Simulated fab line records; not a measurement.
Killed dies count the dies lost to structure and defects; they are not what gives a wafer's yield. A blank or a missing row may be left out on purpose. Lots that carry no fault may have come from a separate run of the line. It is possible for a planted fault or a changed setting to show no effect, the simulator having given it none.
A struck lot beside a sound one + flow n5-finfet + 30 steps out of a route of 1938
Sound: the wafers L298.1, L298.4, L298.6. Struck: wafer L309.6. (L309.2 of the same lot was not struck and is left out.) The cause comes at the end.
Per side, at each step with rows, come the tool, then ch with its chambers, and then its first start. Under that, the readings that differ: sound wafers + struck wafers + difference of the means + sigmas: that difference in standard deviations of wafers without a fault.
alike: readings whose means differ by less than 2 such deviations, and words and numbers that are the same on both sides. not compared: withheld readings, readings that some wafer has no value for, bounds like >300 that may hide the same value, and numbers for which the record gives no deviation and whose values overlap.
The two part at a step that has a row with sigmas, a row that says differs or no value, or rows on one side only. Non-overlapping numbers with no deviation appear without sigmas and do not part them. A reading that every wafer of one side lacks parts them only if that side has two wafers or more.

first, 6 steps without rows for these wafers: N5_FIN_SAQP_PRECLEAN_42 (cleans in O3/DIW, time 60 s); N5_FIN_SAQP_PRECLEAN_00 (cleans in SC1, time 60 s); N5_FIN_SAQP_PRECLEAN_44 (cleans in SC2, time 45 s); N5_FIN_SAQP_SRD_01 (time 30 s); N5_FIN_SAQP_ALD_61 (deposits SiO2, target thk 4 nm, pulse time 1 s, purge time 2 s); N5_FIN_SAQP_DENSIFY_62 (time 60 s).
N5_FIN_SAQP_HM_DEP_03: deposits SiNx from SiH4/NH3/N2, target thk 38 nm, time 33.6 s.
  sound on pecvd-02 ch 0,2, day 2 15:00; struck on pecvd-02 ch 2, day 5 13:16
  alike: heater-power-w, showerhead-plenum-p-Torr, throttle-valve-pct
  not compared: since-wet-clean-h
N5_FIN_SAQP_THK_MEAS_05:
  struck on film-metro-02, day 5 13:21; sound on film-metro-02, day 2 15:05
  alike: thk-nm
N5_FIN_SAQP_PECVD_47: deposits a-Si from SiH4/He, target thk 45 nm, time 36.3 s.
  sound on pecvd-02 ch 0,1, day 2 15:07; struck on pecvd-02 ch 2, day 5 13:23
| reading                | sound          | struck | difference | sigmas |
|------------------------|----------------|--------|------------|--------|
| throttle-valve-pct (%) | 17.8 18.2 18.9 | 16.1   | -2.2       | -2     |
  alike: heater-power-w, showerhead-plenum-p-Torr
  not compared: since-wet-clean-h
N5_FIN_SAQP_PECVD_48: deposits SiNx from SiH4/NH3/N2, target thk 25 nm, time 22.1 s.
  sound on pecvd-02 ch 0,1, day 2 15:10; struck on pecvd-02 ch 2, day 5 13:26
| reading                | sound          | struck | difference | sigmas |
|------------------------|----------------|--------|------------|--------|
| throttle-valve-pct (%) | 39.7 39.6 41.0 | 34.8   | -5.3       | -3     |
  alike: heater-power-w, showerhead-plenum-p-Torr
  not compared: since-wet-clean-h
then, 1 step without rows for these wafers: N5_FIN_SAQP_PECVD_06 (deposits a-Si from SiH4/He, target thk 60 nm, time 48.1 s).
N5_FIN_SAQP_THK_MEAS_07:
  struck on film-metro-02, day 5 13:34; sound on film-metro-01, day 2 15:17
  alike: thk-nm
N5_FIN_SAQP_HM_DEP_72: deposits SiO2 from SiH4/N2O, target thk 12 nm, time 7.2 s.
  sound on pecvd-02 ch 0,1,2, day 2 15:20; struck on pecvd-03 ch 1, day 5 13:38
  alike: heater-power-w, showerhead-plenum-p-Torr
  not compared: since-wet-clean-h, model.SiO2_of_FIN_SAQP_HM_DEP_72.thk-nm
then, 8 steps without rows for these wafers: N5_FIN_SAQP_COAT_49 (time 60 s, resist thk 100 nm); N5_FIN_SAQP_COAT_50 (time 60 s, resist thk 35 nm); N5_FIN_SAQP_COAT_10 (resist thk 90 nm); N5_FIN_SAQP_EBR_12; N5_FIN_SAQP_SOFTBAKE_11 (time 60 s); N5_FIN_SAQP_EXPOSE_13 (exposes mask FIN CORE, target cd 35.6 nm); N5_FIN_SAQP_PEB_14 (peb time 60 s); N5_FIN_SAQP_DEVELOP_15 (develop time 30 s).
N5_FIN_SAQP_CD_MEAS_16 targets a cd of 35.6 nm.
  sound on cd-sem-03 ch 0, day 2 15:47; struck on cd-sem-02 ch 0, day 5 14:05
| reading    | sound          | struck | difference | sigmas |
|------------|----------------|--------|------------|--------|
| cd-nm (nm) | 35.1 35.3 35.4 | 36.2   | +0.9       | +3     |
N5_FIN_SAQP_OVL_MEAS_17:
  sound on overlay-01 ch 0, day 2 15:49; struck on overlay-02 ch 0, day 5 14:07
  alike: FIN_CORE_OVL
N5_FIN_SAQP_INSPECT_18: inspects for defects (brightfield).
  struck on defect-inspect-01, day 5 14:08; sound on defect-inspect-01, day 2 15:50
  alike: raw-defect-count
then, 1 step without rows for these wafers: N5_FIN_SAQP_DESCUM_21 (chemistry O2, time 7.9 s).
N5_FIN_SAQP_ETCH_51: etches SiARC in CF4, target depth 45.5 nm, time 75.8 s.
  sound on rie-diel-03 ch 0,1,2, day 2 16:04; struck on rie-diel-03 ch 3, day 5 14:13
  alike: drypump-motor-current-A, etch-rf-on-time-s, mfc-ar-sccm, oes-product-au, rf-vpp-V, showerhead-plenum-p-Torr, throttle-valve-pct
  not compared: rf-hours-counter-h
N5_FIN_SAQP_ETCH_52: etches SOC in N2/H2, target depth 100 nm, overetch 20 nm, time 150 s.
  sound on rie-diel-03 ch 0,1,2, day 2 16:08; struck on rie-diel-03 ch 3, day 5 14:16
  alike: drypump-motor-current-A, oes-product-au, rf-vpp-V, showerhead-plenum-p-Torr, throttle-valve-pct
  not compared: rf-hours-counter-h
then, 1 step without rows for these wafers: N5_FIN_SAQP_STRIP_53 (strips in N2/H2).
N5_FIN_SAQP_HM_OPEN_73: chemistry CHF3/O2, target SiO2, stops on a-Si, target depth 12 nm, time 16.8 s.
  sound on rie-diel-03 ch 0,1,2, day 2 16:14; struck on rie-diel-03 ch 3, day 5 14:22
  alike: CHF3_flow_sccm, drypump-motor-current-A, mfc-ar-sccm, oes-product-au, rf-vpp-V, showerhead-plenum-p-Torr, throttle-valve-pct
  not compared: rf-hours-counter-h, model.etch.depth-nm
then, 1 step without rows for these wafers: N5_FIN_SAQP_STRIP_74 (strips in CHF3/O2).

## WHERE THEY PART
At N5_FIN_SAQP_PECVD_47 first; at N5_FIN_SAQP_CD_MEAS_16 last (within this record only). Later steps at which nothing parts them and some readings are alike: N5_FIN_SAQP_OVL_MEAS_17, N5_FIN_SAQP_INSPECT_18, N5_FIN_SAQP_ETCH_51, N5_FIN_SAQP_ETCH_52, N5_FIN_SAQP_HM_OPEN_73.

WHY: whatever the simulator had introduced
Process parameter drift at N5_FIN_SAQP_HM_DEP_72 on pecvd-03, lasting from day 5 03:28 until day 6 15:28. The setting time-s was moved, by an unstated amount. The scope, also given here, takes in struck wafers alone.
